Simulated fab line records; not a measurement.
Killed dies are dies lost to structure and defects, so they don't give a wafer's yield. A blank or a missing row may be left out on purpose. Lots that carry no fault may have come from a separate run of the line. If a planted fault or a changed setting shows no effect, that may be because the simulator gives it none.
fab line records || flow n5-finfet || part 2 of 2: steps 21 to 25 of 25
record: {"lots": 5, "wafers": 15, "last-day": 18}
route steps=1938 shown BEOL_M9@1417
lots that met no fault: from a run of the same line without faults
start-h: hours from the record's first day to the start of the lot's first wafer shown || wait-h: time in hours since the lot's previous step || " the same as in the row above || L1.1+2: a row that stands for several wafers || - no value present, or no start provided || * or withheld: withheld || < > ~ a bound
route shown NAME@n: a module of which the file shows steps, and the number in the route of the first || usual: mean/standard deviation taken from wafers without a fault || same: alike in all rows || chamber/n: place in a boat || sites: per-site readings || _std_site: the values' standard deviation || _edge_site: the outer-site mean with the inner-site mean subtracted || radius-mm: how far each site lies from the wafer's centre || mask NAME#n: copy n || behind: the last tool/chamber to shape the wafer || hold: reason for holding the lot/hours on hold/outcome of the hold || device: the n, p or np transistor that did not switch || end of line: tests run on the same wafers once the route is complete || a step given without rows: its recipe and nothing more || killed: at the first sort, the dies lost to defects and structure; wafer yield is something else || map: the dies of a wafer, with x for killed, . for not killed, _ for no die there
set.NAME: the setting as run; set.NAME@STEP: as run at that earlier step || model.NAME: the simulator's own value behind a step, which no gauge read
lots seen at some steps along the route; tables by step, rows by wafer
services: a tool's chamber out of use, with start hour (start-h, from the record's first day; less than 0 if before it), hours out, and reason
== steps ==
step: N5_BEOL_M9_DESCUM_33
recipe: {"chemistry": "O2", "time-s": 7, "source-power-w": 50, "bias-power-w": 20, "pressure-mtorr": 20, "rf-frequency-hz": 2.712e+07, "temp-c": 40, "resist": "CAR-EUV", "o2-flow-sccm": 225}
usual: {"drypump-motor-current-A": "5.7/0.37", "oes-product-au": "0.82/0.09", "rf-vpp-V": "242.5/1.3", "showerhead-plenum-p-Torr": "2.06/0.067", "throttle-valve-pct": "20.49/0.2"}
{"lot.wafer": "L074.1", "tool": "rie-diel-01", "chamber": 3, "start-h": 268.11, "wait-h": 0.0, "drypump-motor-current-A": 6.3, "oes-product-au": 0.87, "rf-hours-counter-h": 55, "rf-vpp-V": 241.4, "showerhead-plenum-p-Torr": 2.02, "throttle-valve-pct": 20.25}
{"lot.wafer": "L074.5", "tool": "rie-diel-01", "chamber": 0, "start-h": 268.11, "wait-h": 0.0, "drypump-motor-current-A": 6.1, "oes-product-au": 0.92, "rf-hours-counter-h": "-", "rf-vpp-V": 244.1, "showerhead-plenum-p-Torr": 2.13, "throttle-valve-pct": 20.43}
{"lot.wafer": "L074.6", "tool": "rie-diel-01", "chamber": 1, "start-h": 268.11, "wait-h": 0.0, "drypump-motor-current-A": 6.2, "oes-product-au": 0.70, "rf-hours-counter-h": "-", "rf-vpp-V": 243.8, "showerhead-plenum-p-Torr": 2.18, "throttle-valve-pct": 20.58}
{"lot.wafer": "L077.1", "tool": "rie-diel-05", "chamber": 1, "start-h": 272.94, "wait-h": 0.0, "drypump-motor-current-A": 5.9, "oes-product-au": 0.84, "rf-hours-counter-h": 81, "rf-vpp-V": 245.2, "showerhead-plenum-p-Torr": 2.22, "throttle-valve-pct": 20.77}
{"lot.wafer": "L077.2", "tool": "rie-diel-05", "chamber": 0, "start-h": 272.94, "wait-h": 0.0, "drypump-motor-current-A": 4.7, "oes-product-au": 0.69, "rf-hours-counter-h": 224, "rf-vpp-V": 245.2, "showerhead-plenum-p-Torr": 2.16, "throttle-valve-pct": 20.74}
{"lot.wafer": "L077.6", "tool": "rie-diel-05", "chamber": 2, "start-h": 272.94, "wait-h": 0.0, "drypump-motor-current-A": 5.5, "oes-product-au": 0.75, "rf-hours-counter-h": "-", "rf-vpp-V": 243.1, "showerhead-plenum-p-Torr": 2.02, "throttle-valve-pct": 20.68}
{"lot.wafer": "L075.2", "tool": "rie-diel-01", "chamber": 0, "start-h": 281.46, "wait-h": 0.0, "drypump-motor-current-A": 6.1, "oes-product-au": 0.91, "rf-hours-counter-h": 17, "rf-vpp-V": 244.1, "showerhead-plenum-p-Torr": 2.13, "throttle-valve-pct": 20.45}
{"lot.wafer": "L075.3", "tool": "rie-diel-01", "chamber": 1, "start-h": 281.46, "wait-h": 0.0, "drypump-motor-current-A": 6.1, "oes-product-au": 0.69, "rf-hours-counter-h": 232, "rf-vpp-V": 243.3, "showerhead-plenum-p-Torr": 2.18, "throttle-valve-pct": 20.58}
{"lot.wafer": "L075.6", "tool": "rie-diel-01", "chamber": 2, "start-h": 281.46, "wait-h": 0.0, "drypump-motor-current-A": 5.1, "oes-product-au": 0.82, "rf-hours-counter-h": "-", "rf-vpp-V": 243.3, "showerhead-plenum-p-Torr": 2.13, "throttle-valve-pct": 20.32}
{"lot.wafer": "L084.1", "tool": "rie-diel-05", "chamber": 0, "start-h": 334.33, "wait-h": 0.0, "drypump-motor-current-A": 4.7, "oes-product-au": 0.68, "rf-hours-counter-h": 241, "rf-vpp-V": 244.4, "showerhead-plenum-p-Torr": 2.16, "throttle-valve-pct": 20.76}
{"lot.wafer": "L084.3", "tool": "rie-diel-05", "chamber": 3, "start-h": 334.33, "wait-h": 0.0, "drypump-motor-current-A": 5.0, "oes-product-au": 0.81, "rf-hours-counter-h": 82, "rf-vpp-V": 242.6, "showerhead-plenum-p-Torr": 2.01, "throttle-valve-pct": 20.24}
{"lot.wafer": "L084.6", "tool": "rie-diel-05", "chamber": 1, "start-h": 334.33, "wait-h": 0.0, "drypump-motor-current-A": 5.9, "oes-product-au": 0.82, "rf-hours-counter-h": "-", "rf-vpp-V": 245.3, "showerhead-plenum-p-Torr": 2.21, "throttle-valve-pct": 20.79}
{"lot.wafer": "L093.1", "tool": "rie-diel-01", "chamber": 3, "start-h": 371.77, "wait-h": 0.0, "drypump-motor-current-A": 6.4, "oes-product-au": 0.83, "rf-hours-counter-h": 90, "rf-vpp-V": 242.1, "showerhead-plenum-p-Torr": 2.00, "throttle-valve-pct": 20.31}
{"lot.wafer": "L093.2", "tool": "rie-diel-01", "chamber": 0, "start-h": 371.77, "wait-h": 0.0, "drypump-motor-current-A": 6.2, "oes-product-au": 0.86, "rf-hours-counter-h": 48, "rf-vpp-V": 242.4, "showerhead-plenum-p-Torr": 2.11, "throttle-valve-pct": 20.47}
{"lot.wafer": "L093.4", "tool": "rie-diel-01", "chamber": 1, "start-h": 371.77, "wait-h": 0.0, "drypump-motor-current-A": 6.1, "oes-product-au": 0.99, "rf-hours-counter-h": 3, "rf-vpp-V": 243.7, "showerhead-plenum-p-Torr": 2.17, "throttle-valve-pct": 20.21}
step: N5_BEOL_M9_ETCH_76
recipe: {"chemistry": "N2/H2", "target": "underlayer", "target-depth-a": 65, "mask-material": "CAR-EUV", "time-s": 5.2, "ion-energy-ev": 200, "pressure-mtorr": 30, "source-w": 840, "bias-w": 150, "n2-flow-sccm": 200, "h2-flow-sccm": 200, "ends": "cleared"}
usual: {"bias-w": "150.0/0.46", "drypump-motor-current-A": "5.7/0.37", "etch-rf-on-time-s": "5.15/0.12", "h2-flow-sccm": "200.0/0.55", "oes-product-au": "0.70/0.077", "rf-vpp-V": "522.9/2.5", "showerhead-plenum-p-Torr": "2.51/0.08", "throttle-valve-pct": "17.90/0.18"}
{"lot.wafer": "L074.1", "tool": "rie-diel-01", "chamber": 3, "start-h": 268.14, "wait-h": 0.0, "bias-w": 149.9, "drypump-motor-current-A": 6.3, "etch-rf-on-time-s": 5.28, "h2-flow-sccm": 200.1, "oes-product-au": 0.72, "rf-hours-counter-h": 55, "rf-vpp-V": 523.2, "showerhead-plenum-p-Torr": 2.46, "throttle-valve-pct": 17.73}
{"lot.wafer": "L074.5", "tool": "rie-diel-01", "chamber": 0, "start-h": 268.14, "wait-h": 0.0, "bias-w": 149.8, "drypump-motor-current-A": 6.1, "etch-rf-on-time-s": 5.00, "h2-flow-sccm": 200.2, "oes-product-au": 0.79, "rf-hours-counter-h": "-", "rf-vpp-V": 526.3, "showerhead-plenum-p-Torr": 2.62, "throttle-valve-pct": 18.03}
{"lot.wafer": "L074.6", "tool": "rie-diel-01", "chamber": 1, "start-h": 268.14, "wait-h": 0.0, "bias-w": 149.4, "drypump-motor-current-A": 6.2, "etch-rf-on-time-s": 4.85, "h2-flow-sccm": 200.5, "oes-product-au": 0.61, "rf-hours-counter-h": "-", "rf-vpp-V": 525.7, "showerhead-plenum-p-Torr": 2.61, "throttle-valve-pct": 17.90}
{"lot.wafer": "L077.1", "tool": "rie-diel-05", "chamber": 1, "start-h": 272.98, "wait-h": 0.0, "bias-w": 150.0, "drypump-motor-current-A": 5.9, "etch-rf-on-time-s": 5.07, "h2-flow-sccm": 201.4, "oes-product-au": 0.73, "rf-hours-counter-h": 81, "rf-vpp-V": 528.4, "showerhead-plenum-p-Torr": 2.68, "throttle-valve-pct": 18.19}
{"lot.wafer": "L077.2", "tool": "rie-diel-05", "chamber": 0, "start-h": 272.98, "wait-h": 0.0, "bias-w": 149.5, "drypump-motor-current-A": 4.7, "etch-rf-on-time-s": 5.27, "h2-flow-sccm": 201.4, "oes-product-au": 0.59, "rf-hours-counter-h": 224, "rf-vpp-V": 526.7, "showerhead-plenum-p-Torr": 2.64, "throttle-valve-pct": 18.17}
{"lot.wafer": "L077.6", "tool": "rie-diel-05", "chamber": 2, "start-h": 272.98, "wait-h": 0.0, "bias-w": 150.1, "drypump-motor-current-A": 5.6, "etch-rf-on-time-s": 5.08, "h2-flow-sccm": 200.0, "oes-product-au": 0.63, "rf-hours-counter-h": "-", "rf-vpp-V": 521.0, "showerhead-plenum-p-Torr": 2.41, "throttle-valve-pct": 17.76}
{"lot.wafer": "L075.2", "tool": "rie-diel-01", "chamber": 0, "start-h": 281.49, "wait-h": 0.0, "bias-w": 150.1, "drypump-motor-current-A": 6.1, "etch-rf-on-time-s": 5.04, "h2-flow-sccm": 198.9, "oes-product-au": 0.79, "rf-hours-counter-h": 17, "rf-vpp-V": 525.1, "showerhead-plenum-p-Torr": 2.62, "throttle-valve-pct": 18.06}
{"lot.wafer": "L075.3", "tool": "rie-diel-01", "chamber": 1, "start-h": 281.49, "wait-h": 0.0, "bias-w": 149.7, "drypump-motor-current-A": 6.2, "etch-rf-on-time-s": 4.91, "h2-flow-sccm": 199.4, "oes-product-au": 0.61, "rf-hours-counter-h": 232, "rf-vpp-V": 526.7, "showerhead-plenum-p-Torr": 2.61, "throttle-valve-pct": 17.92}
{"lot.wafer": "L075.6", "tool": "rie-diel-01", "chamber": 2, "start-h": 281.49, "wait-h": 0.0, "bias-w": 149.2, "drypump-motor-current-A": 5.1, "etch-rf-on-time-s": 5.08, "h2-flow-sccm": 200.0, "oes-product-au": 0.71, "rf-hours-counter-h": "-", "rf-vpp-V": 524.7, "showerhead-plenum-p-Torr": 2.59, "throttle-valve-pct": 17.75}
{"lot.wafer": "L084.1", "tool": "rie-diel-05", "chamber": 0, "start-h": 334.37, "wait-h": 0.0, "bias-w": 149.9, "drypump-motor-current-A": 4.7, "etch-rf-on-time-s": 5.28, "h2-flow-sccm": 199.5, "oes-product-au": 0.59, "rf-hours-counter-h": 241, "rf-vpp-V": 527.8, "showerhead-plenum-p-Torr": 2.63, "throttle-valve-pct": 18.19}
{"lot.wafer": "L084.3", "tool": "rie-diel-05", "chamber": 3, "start-h": 334.37, "wait-h": 0.0, "bias-w": 149.0, "drypump-motor-current-A": 5.0, "etch-rf-on-time-s": 5.15, "h2-flow-sccm": 199.6, "oes-product-au": 0.69, "rf-hours-counter-h": 82, "rf-vpp-V": 521.7, "showerhead-plenum-p-Torr": 2.46, "throttle-valve-pct": 17.83}
{"lot.wafer": "L084.6", "tool": "rie-diel-05", "chamber": 1, "start-h": 334.37, "wait-h": 0.0, "bias-w": 150.5, "drypump-motor-current-A": 5.9, "etch-rf-on-time-s": 5.15, "h2-flow-sccm": 200.7, "oes-product-au": 0.70, "rf-hours-counter-h": "-", "rf-vpp-V": 530.6, "showerhead-plenum-p-Torr": 2.67, "throttle-valve-pct": 18.18}
{"lot.wafer": "L093.1", "tool": "rie-diel-01", "chamber": 3, "start-h": 371.80, "wait-h": 0.0, "bias-w": 149.7, "drypump-motor-current-A": 6.3, "etch-rf-on-time-s": 5.23, "h2-flow-sccm": 200.2, "oes-product-au": 0.69, "rf-hours-counter-h": 90, "rf-vpp-V": 522.9, "showerhead-plenum-p-Torr": 2.45, "throttle-valve-pct": 17.78}
{"lot.wafer": "L093.2", "tool": "rie-diel-01", "chamber": 0, "start-h": 371.80, "wait-h": 0.0, "bias-w": 150.4, "drypump-motor-current-A": 6.2, "etch-rf-on-time-s": 5.06, "h2-flow-sccm": 200.8, "oes-product-au": 0.73, "rf-hours-counter-h": 48, "rf-vpp-V": 524.1, "showerhead-plenum-p-Torr": 2.60, "throttle-valve-pct": 18.10}
{"lot.wafer": "L093.4", "tool": "rie-diel-01", "chamber": 1, "start-h": 371.80, "wait-h": 0.0, "bias-w": 150.5, "drypump-motor-current-A": 6.2, "etch-rf-on-time-s": 4.82, "h2-flow-sccm": 199.2, "oes-product-au": 0.85, "rf-hours-counter-h": 3, "rf-vpp-V": 526.8, "showerhead-plenum-p-Torr": 2.60, "throttle-valve-pct": 17.50}
step: N5_BEOL_M9_ETCH_65
recipe: {"chemistry": "CF4", "target": "SiARC", "target-depth-a": 156, "mask-material": "CAR-EUV", "time-s": 26, "ion-energy-ev": 80, "pressure-mtorr": 40, "source-w": 545, "bias-w": 36, "Ar_flow_sccm": 100, "cf4-flow-sccm": 100, "ends": "cleared"}
usual: {"bias-w": "36.00/0.11", "drypump-motor-current-A": "5.7/0.37", "etch-rf-on-time-s": "25.7/0.58", "oes-product-au": "0.70/0.076", "rf-vpp-V": "183.8/1", "showerhead-plenum-p-Torr": "2.12/0.059", "throttle-valve-pct": "15.67/0.14"}
{"lot.wafer": "L074.1", "tool": "rie-diel-01", "chamber": 3, "start-h": 268.16, "wait-h": 0.0, "bias-w": 36.09, "drypump-motor-current-A": 6.3, "etch-rf-on-time-s": 26.4, "oes-product-au": 0.73, "rf-hours-counter-h": 55, "rf-vpp-V": 184.8, "showerhead-plenum-p-Torr": 2.10, "throttle-valve-pct": 15.64}
{"lot.wafer": "L074.5", "tool": "rie-diel-01", "chamber": 0, "start-h": 268.16, "wait-h": 0.0, "bias-w": 36.13, "drypump-motor-current-A": 6.2, "etch-rf-on-time-s": 25.5, "oes-product-au": 0.78, "rf-hours-counter-h": "-", "rf-vpp-V": 185.1, "showerhead-plenum-p-Torr": 2.20, "throttle-valve-pct": 15.71}
{"lot.wafer": "L074.6", "tool": "rie-diel-01", "chamber": 1, "start-h": 268.16, "wait-h": 0.0, "bias-w": 36.03, "drypump-motor-current-A": 6.2, "etch-rf-on-time-s": 24.3, "oes-product-au": 0.61, "rf-hours-counter-h": "-", "rf-vpp-V": 184.2, "showerhead-plenum-p-Torr": 2.19, "throttle-valve-pct": 15.60}
{"lot.wafer": "L077.1", "tool": "rie-diel-05", "chamber": 1, "start-h": 273.00, "wait-h": 0.0, "bias-w": 36.10, "drypump-motor-current-A": 5.9, "etch-rf-on-time-s": 25.3, "oes-product-au": 0.73, "rf-hours-counter-h": 81, "rf-vpp-V": 186.0, "showerhead-plenum-p-Torr": 2.25, "throttle-valve-pct": 15.81}
{"lot.wafer": "L077.2", "tool": "rie-diel-05", "chamber": 0, "start-h": 273.00, "wait-h": 0.0, "bias-w": 35.99, "drypump-motor-current-A": 4.8, "etch-rf-on-time-s": 25.9, "oes-product-au": 0.59, "rf-hours-counter-h": 224, "rf-vpp-V": 185.7, "showerhead-plenum-p-Torr": 2.20, "throttle-valve-pct": 15.88}
{"lot.wafer": "L077.6", "tool": "rie-diel-05", "chamber": 2, "start-h": 273.00, "wait-h": 0.0, "bias-w": 36.08, "drypump-motor-current-A": 5.5, "etch-rf-on-time-s": 25.2, "oes-product-au": 0.64, "rf-hours-counter-h": "-", "rf-vpp-V": 182.0, "showerhead-plenum-p-Torr": 2.06, "throttle-valve-pct": 15.72}
{"lot.wafer": "L075.2", "tool": "rie-diel-01", "chamber": 0, "start-h": 281.51, "wait-h": 0.0, "bias-w": 35.93, "drypump-motor-current-A": 6.1, "etch-rf-on-time-s": 25.3, "oes-product-au": 0.77, "rf-hours-counter-h": 17, "rf-vpp-V": 184.6, "showerhead-plenum-p-Torr": 2.20, "throttle-valve-pct": 15.72}
{"lot.wafer": "L075.3", "tool": "rie-diel-01", "chamber": 1, "start-h": 281.51, "wait-h": 0.0, "bias-w": 36.15, "drypump-motor-current-A": 6.2, "etch-rf-on-time-s": 24.4, "oes-product-au": 0.60, "rf-hours-counter-h": 232, "rf-vpp-V": 184.0, "showerhead-plenum-p-Torr": 2.19, "throttle-valve-pct": 15.62}
{"lot.wafer": "L075.6", "tool": "rie-diel-01", "chamber": 2, "start-h": 281.51, "wait-h": 0.0, "bias-w": 36.19, "drypump-motor-current-A": 5.1, "etch-rf-on-time-s": 25.0, "oes-product-au": 0.72, "rf-hours-counter-h": "-", "rf-vpp-V": 184.5, "showerhead-plenum-p-Torr": 2.18, "throttle-valve-pct": 15.50}
{"lot.wafer": "L084.1", "tool": "rie-diel-05", "chamber": 0, "start-h": 334.38, "wait-h": 0.0, "bias-w": 36.06, "drypump-motor-current-A": 4.7, "etch-rf-on-time-s": 26.2, "oes-product-au": 0.58, "rf-hours-counter-h": 241, "rf-vpp-V": 183.7, "showerhead-plenum-p-Torr": 2.20, "throttle-valve-pct": 15.92}
{"lot.wafer": "L084.3", "tool": "rie-diel-05", "chamber": 3, "start-h": 334.38, "wait-h": 0.0, "bias-w": 35.98, "drypump-motor-current-A": 5.0, "etch-rf-on-time-s": 25.6, "oes-product-au": 0.70, "rf-hours-counter-h": 82, "rf-vpp-V": 185.7, "showerhead-plenum-p-Torr": 2.08, "throttle-valve-pct": 15.54}
{"lot.wafer": "L084.6", "tool": "rie-diel-05", "chamber": 1, "start-h": 334.38, "wait-h": 0.0, "bias-w": 36.07, "drypump-motor-current-A": 5.9, "etch-rf-on-time-s": 25.0, "oes-product-au": 0.71, "rf-hours-counter-h": "-", "rf-vpp-V": 185.4, "showerhead-plenum-p-Torr": 2.25, "throttle-valve-pct": 15.82}
{"lot.wafer": "L093.1", "tool": "rie-diel-01", "chamber": 3, "start-h": 371.82, "wait-h": 0.0, "bias-w": 36.12, "drypump-motor-current-A": 6.4, "etch-rf-on-time-s": 26.2, "oes-product-au": 0.70, "rf-hours-counter-h": 90, "rf-vpp-V": 183.8, "showerhead-plenum-p-Torr": 2.09, "throttle-valve-pct": 15.71}
{"lot.wafer": "L093.2", "tool": "rie-diel-01", "chamber": 0, "start-h": 371.82, "wait-h": 0.0, "bias-w": 36.08, "drypump-motor-current-A": 6.1, "etch-rf-on-time-s": 25.6, "oes-product-au": 0.72, "rf-hours-counter-h": 48, "rf-vpp-V": 184.4, "showerhead-plenum-p-Torr": 2.19, "throttle-valve-pct": 15.78}
{"lot.wafer": "L093.4", "tool": "rie-diel-01", "chamber": 1, "start-h": 371.82, "wait-h": 0.0, "bias-w": 35.89, "drypump-motor-current-A": 6.1, "etch-rf-on-time-s": 24.2, "oes-product-au": 0.86, "rf-hours-counter-h": 3, "rf-vpp-V": 184.8, "showerhead-plenum-p-Torr": 2.18, "throttle-valve-pct": 15.17}
step: N5_BEOL_M9_ETCH_66
recipe: {"chemistry": "N2/H2", "target": "SOC", "target-depth-a": 800, "overetch-a": 160, "mask-material": "SiARC", "temp-c": 40, "time-s": 120, "ion-energy-ev": 200, "pressure-mtorr": 30, "source-w": 840, "bias-w": 150, "n2-flow-sccm": 200, "h2-flow-sccm": 200}
usual: {"bias-w": "150.1/0.48", "drypump-motor-current-A": "5.7/0.37", "h2-flow-sccm": "200.2/0.61", "oes-product-au": "0.62/0.065", "rf-vpp-V": "522.8/2.1", "showerhead-plenum-p-Torr": "2.51/0.08", "throttle-valve-pct": "17.86/0.18"}
{"lot.wafer": "L074.1", "tool": "rie-diel-01", "chamber": 3, "start-h": 268.19, "wait-h": 0.0, "bias-w": 149.3, "drypump-motor-current-A": 6.3, "h2-flow-sccm": 201.3, "oes-product-au": 0.66, "rf-hours-counter-h": 55, "rf-vpp-V": 521.1, "showerhead-plenum-p-Torr": 2.47, "throttle-valve-pct": 17.68}
{"lot.wafer": "L074.5", "tool": "rie-diel-01", "chamber": 0, "start-h": 268.19, "wait-h": 0.0, "bias-w": 149.8, "drypump-motor-current-A": 6.1, "h2-flow-sccm": 200.4, "oes-product-au": 0.69, "rf-hours-counter-h": "-", "rf-vpp-V": 526.7, "showerhead-plenum-p-Torr": 2.62, "throttle-valve-pct": 17.99}
{"lot.wafer": "L074.6", "tool": "rie-diel-01", "chamber": 1, "start-h": 268.19, "wait-h": 0.0, "bias-w": 150.4, "drypump-motor-current-A": 6.1, "h2-flow-sccm": 200.1, "oes-product-au": 0.53, "rf-hours-counter-h": "-", "rf-vpp-V": 526.4, "showerhead-plenum-p-Torr": 2.61, "throttle-valve-pct": 17.87}
{"lot.wafer": "L077.1", "tool": "rie-diel-05", "chamber": 1, "start-h": 273.02, "wait-h": 0.0, "bias-w": 149.6, "drypump-motor-current-A": 5.9, "h2-flow-sccm": 200.0, "oes-product-au": 0.64, "rf-hours-counter-h": 81, "rf-vpp-V": 529.1, "showerhead-plenum-p-Torr": 2.68, "throttle-valve-pct": 18.12}
{"lot.wafer": "L077.2", "tool": "rie-diel-05", "chamber": 0, "start-h": 273.02, "wait-h": 0.0, "bias-w": 150.4, "drypump-motor-current-A": 4.7, "h2-flow-sccm": 199.5, "oes-product-au": 0.54, "rf-hours-counter-h": 224, "rf-vpp-V": 526.1, "showerhead-plenum-p-Torr": 2.64, "throttle-valve-pct": 18.12}
{"lot.wafer": "L077.6", "tool": "rie-diel-05", "chamber": 2, "start-h": 273.02, "wait-h": 0.0, "bias-w": 150.0, "drypump-motor-current-A": 5.5, "h2-flow-sccm": 200.6, "oes-product-au": 0.57, "rf-hours-counter-h": "-", "rf-vpp-V": 522.0, "showerhead-plenum-p-Torr": 2.41, "throttle-valve-pct": 17.71}
{"lot.wafer": "L075.2", "tool": "rie-diel-01", "chamber": 0, "start-h": 281.54, "wait-h": 0.0, "bias-w": 150.3, "drypump-motor-current-A": 6.1, "h2-flow-sccm": 199.9, "oes-product-au": 0.68, "rf-hours-counter-h": 17, "rf-vpp-V": 524.9, "showerhead-plenum-p-Torr": 2.62, "throttle-valve-pct": 18.01}
{"lot.wafer": "L075.3", "tool": "rie-diel-01", "chamber": 1, "start-h": 281.54, "wait-h": 0.0, "bias-w": 150.3, "drypump-motor-current-A": 6.2, "h2-flow-sccm": 199.8, "oes-product-au": 0.52, "rf-hours-counter-h": 232, "rf-vpp-V": 525.9, "showerhead-plenum-p-Torr": 2.61, "throttle-valve-pct": 17.89}
{"lot.wafer": "L075.6", "tool": "rie-diel-01", "chamber": 2, "start-h": 281.54, "wait-h": 0.0, "bias-w": 150.2, "drypump-motor-current-A": 5.2, "h2-flow-sccm": 200.2, "oes-product-au": 0.62, "rf-hours-counter-h": "-", "rf-vpp-V": 524.9, "showerhead-plenum-p-Torr": 2.59, "throttle-valve-pct": 17.70}
{"lot.wafer": "L084.1", "tool": "rie-diel-05", "chamber": 0, "start-h": 334.41, "wait-h": 0.0, "bias-w": 149.5, "drypump-motor-current-A": 4.7, "h2-flow-sccm": 201.9, "oes-product-au": 0.53, "rf-hours-counter-h": 241, "rf-vpp-V": 525.2, "showerhead-plenum-p-Torr": 2.63, "throttle-valve-pct": 18.14}
{"lot.wafer": "L084.3", "tool": "rie-diel-05", "chamber": 3, "start-h": 334.41, "wait-h": 0.0, "bias-w": 149.8, "drypump-motor-current-A": 5.0, "h2-flow-sccm": 200.1, "oes-product-au": 0.62, "rf-hours-counter-h": 82, "rf-vpp-V": 520.6, "showerhead-plenum-p-Torr": 2.46, "throttle-valve-pct": 17.78}
{"lot.wafer": "L084.6", "tool": "rie-diel-05", "chamber": 1, "start-h": 334.41, "wait-h": 0.0, "bias-w": 149.8, "drypump-motor-current-A": 5.9, "h2-flow-sccm": 200.9, "oes-product-au": 0.63, "rf-hours-counter-h": "-", "rf-vpp-V": 526.1, "showerhead-plenum-p-Torr": 2.67, "throttle-valve-pct": 18.16}
{"lot.wafer": "L093.1", "tool": "rie-diel-01", "chamber": 3, "start-h": 371.85, "wait-h": 0.0, "bias-w": 150.1, "drypump-motor-current-A": 6.3, "h2-flow-sccm": 199.2, "oes-product-au": 0.62, "rf-hours-counter-h": 90, "rf-vpp-V": 521.6, "showerhead-plenum-p-Torr": 2.45, "throttle-valve-pct": 17.74}
{"lot.wafer": "L093.2", "tool": "rie-diel-01", "chamber": 0, "start-h": 371.85, "wait-h": 0.0, "bias-w": 149.3, "drypump-motor-current-A": 6.1, "h2-flow-sccm": 200.7, "oes-product-au": 0.64, "rf-hours-counter-h": 48, "rf-vpp-V": 524.2, "showerhead-plenum-p-Torr": 2.61, "throttle-valve-pct": 18.06}
{"lot.wafer": "L093.4", "tool": "rie-diel-01", "chamber": 1, "start-h": 371.85, "wait-h": 0.0, "bias-w": 149.7, "drypump-motor-current-A": 6.2, "h2-flow-sccm": 199.9, "oes-product-au": 0.73, "rf-hours-counter-h": 3, "rf-vpp-V": 523.7, "showerhead-plenum-p-Torr": 2.60, "throttle-valve-pct": 17.46}
step: N5_BEOL_M9_STRIP_69
recipe: {"chemistry": "N2/H2", "temp-c": 40, "n2-flow-sccm": 200, "h2-flow-sccm": 200, "rf-frequency-hz": 6e+07}
{"lot.wafer": "L074.1+5+6", "tool": "rie-diel-01", "chamber": "3,0,1", "start-h": 268.27, "wait-h": 0.0}
{"lot.wafer": "L077.1+2+6", "tool": "rie-diel-05", "chamber": "1,0,2", "start-h": 273.10, "wait-h": 0.0}
{"lot.wafer": "L075.2+3+6", "tool": "rie-diel-01", "chamber": "0,1,2", "start-h": 281.62, "wait-h": 0.0}
{"lot.wafer": "L084.1+3+6", "tool": "rie-diel-05", "chamber": "0,3,1", "start-h": 334.49, "wait-h": 0.0}
{"lot.wafer": "L093.1+2+4", "tool": "rie-diel-01", "chamber": "3,0,1", "start-h": 371.93, "wait-h": 0.0}
== services ==
{"tool": "euv-scanner-01", "chamber": "-", "start-h": 245.67, "hours": 1.0, "kind": "pm"}
{"tool": "rie-diel-01", "chamber": 2, "start-h": 252.91, "hours": 26.0, "kind": "repair"}
{"tool": "rie-diel-01", "chamber": "-", "start-h": 253.32, "hours": 6.4, "kind": "repair"}
{"tool": "euv-scanner-02", "chamber": "-", "start-h": 260.94, "hours": 1.3, "kind": "repair"}
{"tool": "euv-scanner-02", "chamber": "-", "start-h": 281.38, "hours": 1.0, "kind": "pm"}
{"tool": "euv-scanner-01", "chamber": "-", "start-h": 293.42, "hours": "-", "kind": "calibration"}
{"tool": "euv-scanner-01", "chamber": "-", "start-h": 297.60, "hours": 1.0, "kind": "pm"}
{"tool": "rie-diel-01", "chamber": 0, "start-h": 301.70, "hours": 3.2, "kind": "repair"}
{"tool": "euv-scanner-02", "chamber": "-", "start-h": 317.58, "hours": 0.4, "kind": "repair"}
{"tool": "euv-scanner-01", "chamber": "-", "start-h": 318.30, "hours": 44.7, "kind": "repair"}
{"tool": "rie-metal-02", "chamber": "-", "start-h": 325.49, "hours": 1.1, "kind": "repair"}
{"tool": "euv-scanner-02", "chamber": "-", "start-h": 336.61, "hours": 3.2, "kind": "repair"}
{"tool": "rie-diel-01", "chamber": 1, "start-h": 338.42, "hours": "-", "kind": "clean"}
{"tool": "rie-diel-01", "chamber": 1, "start-h": 338.42, "hours": "-", "kind": "consumable-replace:focus-ring"}
{"tool": "rie-diel-01", "chamber": 1, "start-h": 338.42, "hours": 24.1, "kind": "scheduled-down"}
{"tool": "rie-diel-01", "chamber": 1, "start-h": 338.42, "hours": 24.1, "kind": "vent-cycle"}
{"tool": "rie-metal-01", "chamber": 1, "start-h": 339.18, "hours": 17.2, "kind": "repair"}
{"tool": "rie-metal-03", "chamber": 0, "start-h": 339.98, "hours": 5.8, "kind": "repair"}
{"tool": "euv-scanner-02", "chamber": "-", "start-h": 351.57, "hours": 1.0, "kind": "pm"}
{"tool": "euv-scanner-01", "chamber": "-", "start-h": 364.00, "hours": 5.8, "kind": "pm"}
{"tool": "rie-diel-05", "chamber": 0, "start-h": 365.49, "hours": "-", "kind": "clean"}
{"tool": "rie-diel-05", "chamber": 0, "start-h": 365.49, "hours": "-", "kind": "consumable-replace:focus-ring"}
{"tool": "rie-diel-05", "chamber": 0, "start-h": 365.49, "hours": 13.6, "kind": "scheduled-down"}
{"tool": "rie-diel-05", "chamber": 0, "start-h": 365.49, "hours": 13.6, "kind": "vent-cycle"}
